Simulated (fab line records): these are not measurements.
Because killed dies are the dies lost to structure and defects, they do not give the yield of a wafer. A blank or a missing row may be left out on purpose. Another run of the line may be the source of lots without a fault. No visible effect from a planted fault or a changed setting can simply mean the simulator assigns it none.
Matching of chambers | flow n5_finfet | N5_BEOL_M0_SAQP_PECVD_04 on pecvd-04: 3 sister chambers
The step deposits a-Si from SiH4/He, target thk 60 nm, time 60.2 s. 3 wafers are shown with their chamber, then 8 later ones without.

## WAFERS PAIRED WITH THEIR CHAMBERS
wafer  | chamber | throttle_valve_pct (%)
L088.2 | 2       | 17.8
L088.3 | 1       | 18.6
L090.2 | 0       | 18.3

## WAFERS WITHOUT THEIR CHAMBER
wafer  | throttle_valve_pct (%)
L090.3 | 18.6
L090.4 | 18.3
L095.2 | 18.1
L095.3 | 18.7
L095.6 | 18.1
L096.4 | 18.0
L096.5 | 18.0
L096.6 | 18.9

## EACH ONE'S CHAMBER
wafer  | from the rows above          | in truth
L090.3 | can't be placed: 1 or 0      | 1
L090.4 | can't be placed: 0 or 1      | 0
L095.2 | can't be placed: 0 or 2 or 1 | 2
L095.3 | can't be placed: 1 or 0      | 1
L095.6 | can't be placed: 0 or 2 or 1 | 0
L096.4 | can't be placed: 2 or 0      | 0
L096.5 | can't be placed: 2 or 0      | 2
L096.6 | can't be placed: 1 or 0      | 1
0 of 8 placed correctly. From these rows, 8 cannot be placed; in 8 the true chamber is one of the candidates. 0 placed wrongly.
How it was worked out, from the rows above alone: a wafer's distance from a chamber is the root of the sum, over the readings, of the square of ((its reading less the chamber's mean) divided by the reading's scatter). If the next closest chamber is less than 2 further off than the closest, the wafer can't be placed; otherwise it belongs to the closest. A chamber's mean is the mean of its shown wafers. The scatter: root of mean squared gap, hidden wafer to nearest shown wafer, with one shown wafer a chamber.
